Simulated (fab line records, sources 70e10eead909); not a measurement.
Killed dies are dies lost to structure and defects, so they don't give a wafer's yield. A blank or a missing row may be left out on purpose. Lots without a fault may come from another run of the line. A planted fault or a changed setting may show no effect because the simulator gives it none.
Problem report in the 8D (eight disciplines) form, filled by code | flow nand_harc | the parts of the form that need people (team, actions taken, sign-off) are left out

1. THE PROBLEM
thk_nm at NHARC_A_ONON_D2_THK_MEAS_18 reads a mean of 1514 nm on 6 wafers of 2 lots; wafers without a fault read 998 nm with a standard deviation of 9. That is +57 standard deviations from the usual mean.
The step: measures by ellipsometry.
First seen on wafer L358.1, day 15 09:44, on film_metro-01. The record holds 39 wafers of 13 lots with a number at this step. Rule for "out", or "out of limits": more than 4 standard deviations from the usual mean. The other wafers with a number count as sound.

2. WHAT IT IS AND WHAT IT IS NOT
question                    | is                     | is not
which readings at this step | thk_nm                 | -
which lots                  | L358, L360             | L352, L354, L366, L368, L369, L370, L371, L372, L373, L374, L375
which wafers of those lots  | all that have a number | -
read on which gauges        | film_metro-01          | film_metro-02
when                        | from day 15 09:44      | up to then (6 sound wafers); but 27 sound wafers of L366, L368, L369, L370, L371, L372, L373, L374, L375 came after

3. SUSPECTS, AND WHAT RULES EACH OUT
Counting: a tool at a process step up to the reading stays a suspect if it ran every lot that is out and no sound lot after the first of them.
- the gauge at NHARC_A_ONON_D2_THK_MEAS_18: ruled out. All the wafers that are out were read on film_metro-01, but those of them that NHARC_END_SORT_01 has rows for are out there too, on other tools.
- rie_si-05 at NHARC_A_DECK1_JOINT_ETCHBACK_07 (etches the open film in HBr, target depth 105 nm, time 26.9 s): ruled out as a lasting fault. Sound lots L369, L370, L372, L374 ran on it after its first lot that is out, L358 (day 13 10:52).
- pecvd_onon-03 at NHARC_A_ONON_D2_DEP_16 (target thk 1000 nm): ruled out as a lasting fault. Sound lots L366, L368, L370, L372, L373 ran on it after its first lot that is out, L358 (day 15 09:14).
Left after counting: nothing in the record.

4. THE CAUSE (what the simulator had put in)
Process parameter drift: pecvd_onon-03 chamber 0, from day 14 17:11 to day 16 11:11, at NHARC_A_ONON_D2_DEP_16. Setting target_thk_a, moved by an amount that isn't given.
Counting ruled it out, wrongly: the rule takes a fault to strike every lot that its tool runs from its start on, and this one did not.

5. THE CHAIN OF EFFECTS, in route order
Each row: a reading whose mean over the struck wafers that have a number lies more than 3 standard deviations from the usual. Only readings for which the record gives a usual standard deviation are gone through. hours: the time from each lot's start at the first step in this table that gives one to its start at this step, as a median over the lots. sigmas: the change in usual standard deviations.
hours | step                        | reading         | usual  | on struck wafers | change | sigmas
0     | NHARC_A_ONON_D2_THK_MEAS_18 | thk_nm          | 998 nm | 1514             | +516   | +57
277   | NHARC_END_SORT_01           | killed_at_array | 54     | 673              | +619   | +36
277   | NHARC_END_SORT_01           | killed_dies     | 58     | 677              | +619   | +36

6. WHAT WOULD HAVE CAUGHT IT SOONER
In this record the first reading out of limits at a measuring or inspecting step was taken at day 15 09:44, 17 hours after the fault began at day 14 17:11.
